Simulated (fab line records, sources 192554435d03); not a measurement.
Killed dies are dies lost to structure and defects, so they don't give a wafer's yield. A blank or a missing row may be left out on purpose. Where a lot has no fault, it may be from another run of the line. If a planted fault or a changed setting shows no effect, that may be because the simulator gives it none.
Split-lot trial || flow n5-finfet || on a route of 1938 steps: 7 lots, 21 wafers read

## THE SPLIT ITSELF
At N5_MIM_BOT_SPUTTER_00 (material TiN, target thk 35 nm, time 89.7 s), the setting time-s was moved away from the recipe's 89.7 s on 5 of the 21 wafers read, by -11.4% to +10.4%. For the rest of the wafers, this setting stayed at what the recipe calls for.

The reading comes from the split's own step.

## THE READING
TiN_of_MIM_BOT_SPUTTER_00.thk-nm (the simulator's own value, which no gauge read), in nm, at N5_MIM_BOT_SPUTTER_00 (material TiN, target thk 35 nm, time 89.7 s). No usual value for it is given in the file. Average 35.0 nm, standard deviation 0.34 nm, over the 16 wafers here run with the recipe.

{"wafer": "L074.2", "tool, chamber at the split": "pvd-sputter-03, -", "time-s as run, s": 81.61, "against the recipe": "-9.0%", "TiN_of_MIM_BOT_SPUTTER_00.thk-nm, nm": 31.4, "against lot-mates on the recipe": -3.4}
{"wafer": "L074.5", "tool, chamber at the split": "pvd-sputter-03, -", "time-s as run, s": 89.7, "against the recipe": "recipe", "TiN_of_MIM_BOT_SPUTTER_00.thk-nm, nm": 34.6, "against lot-mates on the recipe": "-"}
{"wafer": "L074.6", "tool, chamber at the split": "pvd-sputter-03, -", "time-s as run, s": 89.7, "against the recipe": "recipe", "TiN_of_MIM_BOT_SPUTTER_00.thk-nm, nm": 35, "against lot-mates on the recipe": "-"}
{"wafer": "L076.2", "tool, chamber at the split": "pvd-sputter-03, -", "time-s as run, s": 89.7, "against the recipe": "recipe", "TiN_of_MIM_BOT_SPUTTER_00.thk-nm, nm": 35.2, "against lot-mates on the recipe": "-"}
{"wafer": "L076.3", "tool, chamber at the split": "pvd-sputter-03, -", "time-s as run, s": 99.07, "against the recipe": "+10.4%", "TiN_of_MIM_BOT_SPUTTER_00.thk-nm, nm": 39, "against lot-mates on the recipe": "+3.8"}
{"wafer": "L076.5", "tool, chamber at the split": "pvd-sputter-03, -", "time-s as run, s": 99.07, "against the recipe": "+10.4%", "TiN_of_MIM_BOT_SPUTTER_00.thk-nm, nm": 39.2, "against lot-mates on the recipe": "+4.0"}
{"wafer": "L078.1", "tool, chamber at the split": "pvd-sputter-03, -", "time-s as run, s": 89.7, "against the recipe": "recipe", "TiN_of_MIM_BOT_SPUTTER_00.thk-nm, nm": 34.8, "against lot-mates on the recipe": "-"}
{"wafer": "L078.2", "tool, chamber at the split": "pvd-sputter-03, -", "time-s as run, s": 89.7, "against the recipe": "recipe", "TiN_of_MIM_BOT_SPUTTER_00.thk-nm, nm": 35, "against lot-mates on the recipe": "-"}
{"wafer": "L078.6", "tool, chamber at the split": "pvd-sputter-03, -", "time-s as run, s": 95.22, "against the recipe": "+6.2%", "TiN_of_MIM_BOT_SPUTTER_00.thk-nm, nm": 36.8, "against lot-mates on the recipe": "+1.9"}
{"wafer": "L085.4", "tool, chamber at the split": "pvd-sputter-01, -", "time-s as run, s": 89.7, "against the recipe": "recipe", "TiN_of_MIM_BOT_SPUTTER_00.thk-nm, nm": 35.2, "against lot-mates on the recipe": "-"}
{"wafer": "L085.5", "tool, chamber at the split": "pvd-sputter-01, -", "time-s as run, s": 89.7, "against the recipe": "recipe", "TiN_of_MIM_BOT_SPUTTER_00.thk-nm, nm": 35.2, "against lot-mates on the recipe": "-"}
{"wafer": "L085.6", "tool, chamber at the split": "pvd-sputter-01, -", "time-s as run, s": 89.7, "against the recipe": "recipe", "TiN_of_MIM_BOT_SPUTTER_00.thk-nm, nm": 35.6, "against lot-mates on the recipe": "-"}
{"wafer": "L089.3", "tool, chamber at the split": "pvd-sputter-03, -", "time-s as run, s": 79.46, "against the recipe": "-11.4%", "TiN_of_MIM_BOT_SPUTTER_00.thk-nm, nm": 31, "against lot-mates on the recipe": -4.0}
{"wafer": "L089.4", "tool, chamber at the split": "pvd-sputter-03, -", "time-s as run, s": 89.7, "against the recipe": "recipe", "TiN_of_MIM_BOT_SPUTTER_00.thk-nm, nm": 35.2, "against lot-mates on the recipe": "-"}
{"wafer": "L089.5", "tool, chamber at the split": "pvd-sputter-03, -", "time-s as run, s": 89.7, "against the recipe": "recipe", "TiN_of_MIM_BOT_SPUTTER_00.thk-nm, nm": 34.8, "against lot-mates on the recipe": "-"}
{"wafer": "L092.3", "tool, chamber at the split": "pvd-sputter-02, -", "time-s as run, s": 89.7, "against the recipe": "recipe", "TiN_of_MIM_BOT_SPUTTER_00.thk-nm, nm": 34.6, "against lot-mates on the recipe": "-"}
{"wafer": "L092.4", "tool, chamber at the split": "pvd-sputter-02, -", "time-s as run, s": 89.7, "against the recipe": "recipe", "TiN_of_MIM_BOT_SPUTTER_00.thk-nm, nm": 34.4, "against lot-mates on the recipe": "-"}
{"wafer": "L092.6", "tool, chamber at the split": "pvd-sputter-02, -", "time-s as run, s": 89.7, "against the recipe": "recipe", "TiN_of_MIM_BOT_SPUTTER_00.thk-nm, nm": 34.4, "against lot-mates on the recipe": "-"}
{"wafer": "L094.1", "tool, chamber at the split": "pvd-sputter-03, -", "time-s as run, s": 89.7, "against the recipe": "recipe", "TiN_of_MIM_BOT_SPUTTER_00.thk-nm, nm": 35.4, "against lot-mates on the recipe": "-"}
{"wafer": "L094.2", "tool, chamber at the split": "pvd-sputter-03, -", "time-s as run, s": 89.7, "against the recipe": "recipe", "TiN_of_MIM_BOT_SPUTTER_00.thk-nm, nm": 35, "against lot-mates on the recipe": "-"}
{"wafer": "L094.6", "tool, chamber at the split": "pvd-sputter-03, -", "time-s as run, s": 89.7, "against the recipe": "recipe", "TiN_of_MIM_BOT_SPUTTER_00.thk-nm, nm": 35.2, "against lot-mates on the recipe": "-"}

THE FIT
A straight line over all 21 wafers: TiN_of_MIM_BOT_SPUTTER_00.thk-nm changes by +0.374 nm for each +1% of time-s; r = +0.98; the points scatter about the line by 0.35 nm.
The same after taking each lot's own level away (the mean of its wafers on the recipe; 21 wafers): +0.362 nm for each +1%; r = +1.00; scatter 0.18 nm.
According to that fit, moving time-s by its largest amount changes the reading by 4.1 nm.
Measured against the standard deviation above, the lots' own levels, which go from 34.47 to 35.33 nm, span 2.6 times it.
Consequently the slope shifts little with the lot-to-lot level, the two slopes agreeing.
Check: -4.22 nm against its lot-mates is what the line predicts for one of the wafers moved furthest among these (-11.4%) when that wafer is left out of the fit. It came out at -4 nm against them.

## FURTHER SPLITS ON THESE WAFERS
Before the reading, these wafers also passed through other splits. Each is held against what the fit with the lots' levels taken away leaves over:
{"other split on the same wafers": "N5_BEOL_M13_EXPOSE_25 dose-mj", "wafers away from the commonest value": 7, "r with TiN_of_MIM_BOT_SPUTTER_00.thk-nm (lot level and that fit taken away)": "+0.07"}
{"other split on the same wafers": "N5_BEOL_M14_TRENCH_ETCH_34 time-s", "wafers away from the commonest value": 10, "r with TiN_of_MIM_BOT_SPUTTER_00.thk-nm (lot level and that fit taken away)": -0.36}
{"other split on the same wafers": "N5_BEOL_M14_SPUTTER_43 power-w", "wafers away from the commonest value": 9, "r with TiN_of_MIM_BOT_SPUTTER_00.thk-nm (lot level and that fit taken away)": -0.08}

## THE FILE'S OWN FIT
TiN_of_MIM_BOT_SPUTTER_00.thk-nm changes by +0.359 nm for each +1% of time-s, r = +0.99.
